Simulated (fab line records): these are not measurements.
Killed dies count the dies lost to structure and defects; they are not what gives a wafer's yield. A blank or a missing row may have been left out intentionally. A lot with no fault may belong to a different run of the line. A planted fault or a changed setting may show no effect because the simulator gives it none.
Split-lot trial + flow n5_finfet + on a route of 1938 steps: 7 lots, 39 wafers read

## THE SPLIT ITSELF
At N5_BEOL_M5_PECVD_70 (deposits SiO2 from TEOS/O2, target thk 16 nm, time 18 s), the setting time_s was moved away from the recipe's 18 s on 12 of the 39 wafers read, by -42.8% to +49.9%. The other wafers ran this setting at the recipe's value.

Reading taken at the split's own step.

## THE READING
SiO2_of_BEOL_M5_PECVD_70.thk_nm (the simulator's own value, which no gauge read), in nm, at N5_BEOL_M5_PECVD_70 (deposits SiO2 from TEOS/O2, target thk 16 nm, time 18 s). No usual value for it is given in the file. Across the 27 wafers here that went through the recipe, the average is 15.9 nm and the standard deviation 0.33 nm.

| wafer  | tool, chamber at the split | time_s as run, s | against the recipe | SiO2_of_BEOL_M5_PECVD_70.thk_nm, nm | against lot-mates on the recipe |
|--------|----------------------------|------------------|--------------------|-------------------------------------|---------------------------------|
| L078.1 | pecvd-01, 1,2,2            | 18               | recipe             | 15.8                                | -                               |
| L078.3 | pecvd-01, 1,2,2            | 18               | recipe             | 15.8                                | -                               |
| L078.4 | pecvd-01, 1,2,2            | 18               | recipe             | 15.8                                | -                               |
| L078.2 | pecvd-01, 0                | 18               | recipe             | 16.4                                | -                               |
| L078.5 | pecvd-01, 0                | 18               | recipe             | 16.6                                | -                               |
| L078.6 | pecvd-01, 1                | 18               | recipe             | 16.2                                | -                               |
| L077.1 | pecvd-04, 1                | 18               | recipe             | 16.2                                | -                               |
| L077.2 | pecvd-04, 0,2              | 18               | recipe             | 15.8                                | -                               |
| L077.4 | pecvd-04, 0,2              | 18               | recipe             | 15.8                                | -                               |
| L077.3 | pecvd-04, 2                | 18               | recipe             | 15.6                                | -                               |
| L077.5 | pecvd-04, 1                | 18               | recipe             | 16.6                                | -                               |
| L077.6 | pecvd-04, 0                | 18               | recipe             | 16                                  | -                               |
| L084.1 | pecvd-02, 1                | 12.11            | -32.7%             | 10.8                                | -5.1                            |
| L084.2 | pecvd-02, 2                | 18               | recipe             | 16                                  | -                               |
| L084.3 | pecvd-02, 0                | 18               | recipe             | 15.4                                | -                               |
| L084.4 | pecvd-02, 2                | 12.11            | -32.7%             | 11.2                                | -4.7                            |
| L084.5 | pecvd-02, 1                | 18               | recipe             | 16.2                                | -                               |
| L084.6 | pecvd-02, 0                | 12.11            | -32.7%             | 10.6                                | -5.3                            |
| L085.1 | pecvd-01, 1                | 18               | recipe             | 15.8                                | -                               |
| L085.2 | pecvd-01, 0                | 11.22            | -37.7%             | 10.4                                | -5.2                            |
| L085.4 | pecvd-01, 0                | 11.22            | -37.7%             | 10.4                                | -5.2                            |
| L085.3 | pecvd-01, 2                | 18               | recipe             | 15.4                                | -                               |
| L085.5 | pecvd-01, 2                | 18               | recipe             | 15.6                                | -                               |
| L085.6 | pecvd-01, 1                | 11.22            | -37.7%             | 9.8                                 | -5.8                            |
| L088.1 | pecvd-02, 1,2,0            | 26.98            | +49.9%             | 23.6                                | +7.6                            |
| L088.3 | pecvd-02, 1,2,0            | 26.98            | +49.9%             | 23.6                                | +7.6                            |
| L088.4 | pecvd-02, 1,2,0            | 26.98            | +49.9%             | 23.6                                | +7.6                            |
| L088.2 | pecvd-02, 0                | 18               | recipe             | 15.6                                | -                               |
| L088.5 | pecvd-02, 2                | 18               | recipe             | 16.4                                | -                               |
| L088.6 | pecvd-02, 1                | 18               | recipe             | 16                                  | -                               |
| L090.2 | pecvd-01, 1                | 18               | recipe             | 15.8                                | -                               |
| L090.4 | pecvd-01, 0                | 18               | recipe             | 16.4                                | -                               |
| L090.6 | pecvd-01, 2                | 18               | recipe             | 15.6                                | -                               |
| L089.1 | pecvd-04, 0,2              | 18               | recipe             | 15.8                                | -                               |
| L089.2 | pecvd-04, 0,2              | 18               | recipe             | 15.8                                | -                               |
| L089.3 | pecvd-04, 1,0,1            | 10.3             | -42.8%             | 9.4                                 | -6.5                            |
| L089.5 | pecvd-04, 1,0,1            | 10.3             | -42.8%             | 9.4                                 | -6.5                            |
| L089.6 | pecvd-04, 1,0,1            | 10.3             | -42.8%             | 9.4                                 | -6.5                            |
| L089.4 | pecvd-04, 2                | 18               | recipe             | 16.2                                | -                               |
If several chambers appear in one row, that row covers several wafers at once and the file leaves open which wafer was in which chamber.

THE FIT
A straight line over all 39 wafers: SiO2_of_BEOL_M5_PECVD_70.thk_nm changes by +0.153 nm for each +1% of time_s; r = +1.00; the points scatter about the line by 0.31 nm.
The same after taking each lot's own level away (the mean of its wafers on the recipe; 39 wafers): +0.151 nm for each +1%; r = +1.00; scatter 0.29 nm.
That fit puts the effect of the largest move of time_s on the reading at 7.5 nm.
From 15.60 to 16.10 nm: that is the span of the lots' own levels, equal to 1.5 times the standard deviation above.
Hence the lot-to-lot level has little effect on the slope; both slopes agree.
Check: with one of the wafers moved furthest among these (+49.9%) left out of the fit, the line predicts +7.53 nm for it against its lot-mates. It came out at +7.6 nm against them.

## OTHER SPLITS ON THESE WAFERS
These wafers also went through other splits before the reading. Each is held against what the fit with the lots' levels taken away leaves over:
| other split on the same wafers                    | wafers away from the commonest value | r with SiO2_of_BEOL_M5_PECVD_70.thk_nm (lot level and that fit taken away) |
|---------------------------------------------------|--------------------------------------|----------------------------------------------------------------------------|
| N5_PMOS_HMC_CHANNEL_EPI_DEVELOP_08 develop_time_s | 15                                   | -0.11                                                                      |
| N5_SD_EPI_P_EPI_21 time_s                         | 9                                    | -0.24                                                                      |
| N5_MOL_CONTACT_COAG_ETCHBACK_135 target_depth_a   | 15                                   | -0.06                                                                      |
| N5_BEOL_M2_ETCH_70 time_s                         | 12                                   | -0.10                                                                      |
| N5_BEOL_M3_ETCH_64 time_s                         | 15                                   | -0.04                                                                      |

## THE FILE'S OWN FIT
SiO2_of_BEOL_M5_PECVD_70.thk_nm changes by +0.151 nm for each +1% of time_s, r = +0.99.
